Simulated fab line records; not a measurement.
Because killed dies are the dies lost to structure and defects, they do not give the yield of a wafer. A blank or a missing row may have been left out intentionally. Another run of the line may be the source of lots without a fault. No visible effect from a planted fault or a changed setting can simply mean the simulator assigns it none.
fab line records    flow n5Finfet
[record] lots = 4  wafers = 10  lastDay = 17
route steps=1938 shown BEOL_M2@919 BEOL_M3@931 BEOL_M4@1111 PASSIVATION@1936
lots untouched by any fault: they come from a run of this same line in which no faults occurred
startH: hours from the record's opening day to when the first of the lot's shown wafers began    waitH: hours since the lot's step before    " the same as in the row above    L1.1+2: a single row standing in for several wafers    - no value present, or no start provided    * or withheld: withheld    < > ~ a bound
route shown NAME@n: names a module that has steps shown in the file, with the first one's number in the route    usual: mean/standard deviation of fault-free wafers    same: alike in all rows    chamber/n: place in a boat    sites: each site's reading    _std_site: the values' standard deviation    _edge_site: the outer-site mean with the inner-site mean subtracted    radiusMm: how far each site lies from the wafer's centre    mask NAME#n: copy n    behind: tool/chamber where the wafer was last shaped    hold: the reason the lot was held/the length of the hold in hours/how it ended    device: the transistor (n, p or np) that didn't switch    end of line: the same wafers' tests at the end of the route    where a step has no rows: the recipe by itself    killed: at the first sort, the dies lost to defects and structure; wafer yield is something else    map: shows each die of a wafer: x if killed, . if not, _ if none is there
set.NAME: the setting the step ran with; set.NAME@STEP: the setting that earlier step ran with    model.NAME: the simulator's own value behind a step, which no gauge read
lots at some steps of the route; a table a step, a row a wafer
services: from which hour (startH, from the record's first day; less than 0 if before it) a tool's chamber was out of use, for how many hours, and why
[[steps]]
[step N5_BEOL_M2_ANNEAL_95]
[recipe] tempC = 400  timeS = 240  ambient = vacuum
[step N5_BEOL_M2_SPUTTER_96]
[recipe] material = Cu  targetThkA = 45  tempC = -20  chamberPressurePa = 0.07  powerW = withheld  timeS = 8.29
[step N5_BEOL_M2_ECD_50]
[recipe] material = Cu  targetThkA = 3000
[step N5_BEOL_M2_ANNEAL_51]
[recipe] tempC = 225  timeS = 90  ambient = N2
[step N5_BEOL_M2_CMP_52]
[recipe] stopOn = SiOC  tOverpolishS = 6.8  downForcePsi = 1  platenRpm = 50  clearingPlatenDownForcePsi = 1.5  clearingPlatenRpm = 50  postCmpClean = cuAlkaline  targetThkNm = 40  clearingPlatenPadVelocityMS = 0.99484  padVelocityMS = 0.99484
[step N5_BEOL_M2_PRE_CLEAN_60]
[recipe] gas = NH3/H2  timeS = 15  tempC = *  rfPowerW = 300
[step N5_BEOL_M2_CO_CAP_55]
[recipe] material = Co  targetThkA = 20  tempC = 200  precursor = CCTBA/H2  pressureTorr = 30  timeS = 102.1
[step N5_BEOL_M2_PRE_CLEAN_56]
[recipe] gas = NH3  timeS = 15  tempC = withheld  rfPowerW = 300
[step N5_BEOL_M2_DEP_57]
[recipe] material = SiCN  targetThkA = 80  tempC = withheld  precursor = 3MS/NH3  pressureTorr = 3  rfW = 202  timeS = 14
[step N5_BEOL_M3_ILD_DEP_00]
[recipe] material = SiOC  targetThkA = 790  tempC = 350  precursor = DEMS/O2  pressureTorr = 5  rfW = 500  timeS = 15.3
[usual] heaterPowerW = 462/52  showerheadPlenumPTorr = 5.696/0.013  throttleValvePct = 12.2/1
lot.wafer  tool      chamber  startH  waitH  heaterPowerW  showerheadPlenumPTorr  throttleValvePct  model.SiOC_of_BEOL_M3_ILD_DEP_00.thkNm
L233.1     pecvd-01  2        175.64  0.0    387           5.708                  12.6              78.2
L233.3     "         1        "       "      443           5.700                  11.1              77.8
L233.5     "         2        "       "      392           5.717                  12.7              80.2
L243.1     pecvd-01  1        236.23  0.0    417           5.682                  11.2              92.6
L243.2     "         2        "       "      415           5.704                  10.9              91.8
L242.1     pecvd-01  1        236.89  0.0    464           5.684                  11.4              93.6
L242.6     "         1        "       "      452           5.689                  11.1              79.4
L246.2     pecvd-03  0        243.47  0.0    472           5.692                  13.1              77.4
L246.3     "         1        "       "      401           5.707                  13.1              78.8
L246.5     "         2        "       "      423           5.712                  11.3              79.4
[step N5_BEOL_M3_THK_MEAS_01]
[recipe] reads = SiOC_of_BEOL_M3_ILD_DEP_00
[usual] M3_ILD_THK = 79.4/1.1
lot.wafer  tool          chamber  startH  waitH  M3_ILD_THK[nm]
L233.1     filmMetro-01  -        175.73  0.1    78.2
L233.3     "             -        "       "      77.8
L233.5     "             -        "       "      80.1
L243.1     filmMetro-02  -        236.30  0.0    92.5
L243.2     "             -        "       "      91.7
L242.1     filmMetro-02  -        236.96  0.0    93.6
L242.6     "             -        "       "      79.5
L246.2     filmMetro-01  -        243.54  0.1    77.5
L246.3     "             -        "       "      78.9
L246.5     "             -        "       "      79.4
[step N5_BEOL_M3_PECVD_72]
[recipe] material = SiO2  targetThkA = 160  tempC = 400  precursor = TEOS/O2  pressureTorr = 5.5  rfW = 450  teosFlowSccm = 53.8  gas = O2  flowSccm = 3000  timeS = 18
[step N5_BEOL_M3_HM_DEP_02]
[recipe] material = TiN  targetThkA = 200  tempC = 25  chamberPressurePa = 0.49996
[step N5_BEOL_M3_COAT_61]
[recipe] resist = SOC  tempC = 250  timeS = 60  spinRpm = 1500  resistThkNm = 60
[step N5_BEOL_M3_COAT_62]
[recipe] resist = SiARC  tempC = 220  timeS = 60  spinRpm = 1500  resistThkNm = 12
[step N5_BEOL_M3_COAT_73]
[recipe] resist = underlayer  tempC = 205  timeS = 60  spinRpm = 1500  resistThkNm = 5
[step N5_BEOL_M3_COAT_05]
[recipe] resist = CAR-EUV  spinRpm = 1500  resistThkNm = 30
[step N5_BEOL_M3_EBR_07]
[recipe] solvent = PGMEA  ebrWidthMm = 1.5
[step N5_BEOL_M3_SOFTBAKE_06]
[recipe] tempC = 110  timeS = 60  resist = CAR-EUV
[step N5_BEOL_M3_EXPOSE_08]
[recipe] maskId = M3  na = 0.33  sourceShape = dipole  sigmaInner = 0.369  sigmaOuter = 0.767  polarization = unpolarized  doseMj = 33
[step N5_BEOL_M3_PEB_09]
[recipe] pebTempC = 100  pebTimeS = 60  resist = CAR-EUV
[step N5_BEOL_M3_DEVELOP_10]
[recipe] developTimeS = 30  developer = TMAH  resist = CAR-EUV  rinseLiquid = surfactantRinse  dry = airSpin  devTempC = 23
[step N5_BEOL_M3_DESCUM_16]
[recipe] chemistry = O2  timeS = 7  sourcePowerW = 50  biasPowerW = 20  pressureMtorr = 20  rfFrequencyHz = 2.712e+07  tempC = 40  resist = CAR-EUV  o2FlowSccm = 225
[step N5_BEOL_M3_ETCH_74]
[recipe] chemistry = N2/H2  target = underlayer  targetDepthA = 65  maskMaterial = CAR-EUV  timeS = 5.2  ionEnergyEv = 200  pressureMtorr = 30  sourceW = 840  biasW = 150  n2FlowSccm = 200  h2FlowSccm = 200  ends = cleared
[step N5_BEOL_M3_ETCH_63]
[recipe] chemistry = CF4  target = SiARC  targetDepthA = 156  maskMaterial = CAR-EUV  timeS = 26  ionEnergyEv = 80  pressureMtorr = 40  sourceW = 545  biasW = 36  Ar_flow_sccm = 100  cf4FlowSccm = 100  ends = cleared
[step N5_BEOL_M3_ETCH_64]
[recipe] chemistry = N2/H2  target = SOC  targetDepthA = 750  overetchA = 150  maskMaterial = SiARC  tempC = 40  timeS = 112.5  ionEnergyEv = 200  pressureMtorr = 30  sourceW = 840  biasW = 150  n2FlowSccm = 200  h2FlowSccm = 200
[step N5_BEOL_M3_STRIP_65]
[recipe] chemistry = N2/H2  tempC = 40  n2FlowSccm = 200  h2FlowSccm = 200  rfFrequencyHz = 6e+07
[step N5_BEOL_M3_STRIP_75]
[recipe] chemistry = N2/H2  tempC = 40  n2FlowSccm = 200  h2FlowSccm = 200  rfFrequencyHz = 6e+07
[step N5_BEOL_M3_STRIP_66]
[recipe] chemistry = CF4  resist = SiARC  powerW = 300  biasPowerW = 75  pressureMtorr = 50  cf4FlowSccm = 150  rfFrequencyHz = 6e+07
[step N5_BEOL_M3_HM_OPEN_17]
[recipe] chemistry = Cl2/BCl3  targetDepthA = 200  overetchA = 60  target = TiN  maskMaterial = SOC  ionEnergyEv = 150  pressureMtorr = 10  icpW = 1000  biasW = 126  Cl2_flow_sccm = 53.25  bcl3FlowSccm = 21.75  Ar_flow_sccm = 25
[step N5_BEOL_M3_STRIP_19]
[recipe] chemistry = O2  powerW = 400  tempC = 40  pressureMtorr = 30  rfFrequencyHz = 6e+07  biasPowerW = 0  overashFraction = 0.2  o2FlowSccm = 225
[step N5_BEOL_M3_COAT_67]
[recipe] resist = SOC  tempC = 250  timeS = 60  spinRpm = 1500  resistThkNm = 60
[step N5_BEOL_M3_COAT_68]
[recipe] resist = SiARC  tempC = 220  timeS = 60  spinRpm = 1500  resistThkNm = 12
[step N5_BEOL_M3_COAT_76]
[recipe] resist = underlayer  tempC = 205  timeS = 60  spinRpm = 1500  resistThkNm = 5
[step N5_BEOL_M3_COAT_22]
[recipe] resist = CAR-EUV  spinRpm = 1500  resistThkNm = 30
[step N5_BEOL_M3_CMP_52]
[recipe] stopOn = SiOC  tOverpolishS = 6.8  downForcePsi = 1  platenRpm = 50  clearingPlatenDownForcePsi = 1.5  clearingPlatenRpm = 50  postCmpClean = cuAlkaline  targetThkNm = 40  clearingPlatenPadVelocityMS = 0.99484  padVelocityMS = 0.99484
[usual] clearingPlatenRpm = 49.999/0.026  motorCurrentA = 6.0/0.53
lot.wafer  tool    chamber  startH  waitH  clearingPlatenRpm  motorCurrentA  model.SiOC_of_BEOL_M3_ILD_DEP_00.thkNm  model.Cu_of_BEOL_M3_ECD_50.thkNm
L233.3     cmp-04  2        196.70  0.2    50.029             5.8            74.8                                    39.4
L233.1     "       0        "       "      49.973             6.7            75.2                                    40.4
L233.5     "       3        "       "      50.002             5.6            77.2                                    41.6
L243.2     cmp-03  0        246.10  0.2    50.049             5.2            88.8                                    52
L243.1     "       2        "       "      49.959             6.4            89.6                                    53
L242.1     cmp-02  0        247.97  0.3    49.965             6.9            90.6                                    52.4
L242.6     "       2        "       "      49.987             6.3            76.4                                    39.8
L246.3     cmp-04  0        265.93  0.2    50.011             6.0            75.8                                    40.6
L246.2     "       2        "       "      49.986             5.9            74.4                                    38.6
L246.5     "       0        "       "      50.001             6.0            76.4                                    41.2
[step N5_BEOL_M4_RC_MEAS_101]
[usual] DIBL_N = 36.1/1.6  DIBL_P = 35.8/2  IOFF_N = 0.157/0.029  IOFF_P = 0.21/0.034  ION_N = 677/13  ION_P = 465/8.1  SS_N = 71.3/0.61  SS_P = 73.2/0.65  VT_N = 249/3.3  VT_P = -250/3.2
lot.wafer  tool       chamber  startH  waitH  DIBL_N[mV/V]  DIBL_P[mV/V]  IOFF_N[nA/um]  IOFF_P[nA/um]  ION_N[uA/um]  ION_P[uA/um]  SS_N[mV/dec]  SS_P[mV/dec]  VT_N[mV]  VT_P[mV]
L233.1     prober-01  0        217.33  0.0    36.8          36.3          0.162          0.23           670           466           70.9          73.7          249       -249
L233.3     "          0        "       "      37.3          36.5          0.177          0.23           694           476           71.5          73.1          247       -248
L233.5     "          0        "       "      35.5          34.7          0.147          0.21           665           469           70.6          73.8          250       -249
L243.1     prober-01  0        273.71  0.0    36.1          36.6          0.150          0.17           677           458           71.5          74.2          249       -257
L243.2     "          0        "       "      36.0          36.0          0.143          0.16           675           458           71.0          73.5          257       -257
L242.1     prober-02  0        274.88  0.0    36.0          37.3          0.165          0.24           682           478           71.3          72.7          246       -250
L242.6     "          0        "       "      36.3          37.4          0.163          0.22           697           475           71.8          72.5          249       -250
L246.2     prober-01  0        292.71  0.4    38.0          38.7          0.196          0.28           695           480           71.4          74.0          248       -245
L246.3     "          0        "       "      34.4          33.8          0.117          0.19           648           455           70.5          72.2          256       -249
L246.5     "          0        "       "      34.6          33.3          0.118          0.18           650           454           70.3          72.6          257       -252
[step N5_PASSIVATION_PROBE_49]
[usual] defectLimitedYield = 91.0/1.4  killed_at_M0_to_M3 = 33/11  killed_at_M4_up = 14/5  killedAtContacts = 11/7.3  killedAtFrontEnd = 43/12  killedAtOther = 4/3.1  killedDies = 106/17  killedOpen = 69/13  killedShort = 34/8.7  sort_bin_5_function = 5.2/0.96  sort_bin_6_memory = 3.3/0.66  sort_bin_8_speed = 0.00/0.012  sortNPass = 1074/17  sortYieldPct = 91.0/1.4
[same] grossDies = 1180  killedAtBackSide = 0  sort_bin_4_leakage[%] = 0
lot.wafer  tool       chamber  startH  waitH  defectLimitedYield[%]  killed_at_M0_to_M3  killed_at_M4_up  killedAtContacts  killedAtFrontEnd  killedAtOther  killedDies  killedOpen  killedShort  sort_bin_5_function[%]  sort_bin_6_memory[%]  sort_bin_8_speed[%]  sortNPass  sortYieldPct[%]
L243.1     prober-02  -        384.28  0.0    91.7                   30                  9                6                 50                3              98          71          27           4.7                     3.6                   0                    1082       91.7
L243.2     prober-02  -        384.33  0.1    89.7                   47                  7                10                53                4              121         81          34           6.4                     3.2                   0                    1059       89.7
// killed by level:class
L243.1 STI_FIN_REVEAL:geometricParticle:open=17 FIN_SAQP:geometricParticle:open=14 FIN_SAQP:geometricParticle:short=8 BEOL_M0_SAQP:geometricParticle:short=8 BEOL_M0_SAQP:geometricParticle:open=6 MOL_CONTACT_COAG:geometricParticle:open=5 BEOL_M1:geometricParticle:open=5 BEOL_M2:geometricParticle:open=5
L243.2 BEOL_M0_SAQP:geometricParticle:open=20 BEOL_M0_SAQP:geometricParticle:short=19 STI_FIN_REVEAL:geometricParticle:open=18 FIN_SAQP:geometricParticle:open=17 MOL_CONTACT_COAG:geometricParticle:open=10 FIN_SAQP:geometricParticle:short=7 HKMG_FIN:areaEtch=4 GATE_CUT:geometricParticle:short=3
[[services]]
tool      chamber  startH  hours  kind
pecvd-03  -        154.55  6.0    pm
pecvd-01  0        157.27  29.6   repair
cmp-02    -        158.84  4.6    pm
pecvd-01  1        162.53  5.0    scheduledDown
cmp-02    -        164.31  1.0    repair
cmp-03    -        168.02  4.0    pm
cmp-03    -        172.02  -      consumableReplace:conditioner
cmp-03    -        172.02  -      consumableReplace:pad
pecvd-01  -        180.22  1.5    repair
cmp-04    -        184.95  0.2    repair
pecvd-03  0        192.22  5.5    scheduledDown
pecvd-01  2        202.38  -      clean
pecvd-01  2        202.38  -      consumableReplace:showerhead
pecvd-01  2        202.38  29.0   scheduledDown
pecvd-01  2        202.38  29.0   ventCycle
cmp-03    -        211.86  0.5    repair
cmp-02    -        212.65  4.0    pm
cmp-02    -        216.65  -      consumableReplace:conditioner
cmp-02    -        216.65  -      consumableReplace:pad
cmp-04    -        218.33  4.0    pm
cmp-04    -        222.33  -      consumableReplace:conditioner
cmp-04    -        222.33  -      consumableReplace:pad
cmp-04    -        231.61  7.9    repair
cmp-02    -        253.81  1.8    repair
[[key]]
[firstSign] step = N5_BEOL_M3_THK_MEAS_01  reading = M3_ILD_THK  direction = up  sigmas = 12  usual = 79.4  struck = 92.6
effect none on later readings
[modelEffect] step = N5_BEOL_M3_ILD_DEP_00  value = SiOC_of_BEOL_M3_ILD_DEP_00.thkNm  without = 78.07  struck = 92.67
[modelEffect] step = N5_BEOL_M3_CMP_52  value = SiOC_of_BEOL_M3_ILD_DEP_00.thkNm  without = 75.07  struck = 89.67
metAt N5_BEOL_M3_ILD_DEP_00
struckWafers L242.1,L243.1,L243.2
onsetBetween 175.64 236.23
[fault] kind = processParameterDrift  tool = pecvd-01  chamber = -  onsetH = 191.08  steps = N5_BEOL_M3_ILD_DEP_00  channel = targetThkA  offset = *  shape = step  endH = 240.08  scope = struckWafersOnly  actsIn = *  stated = *
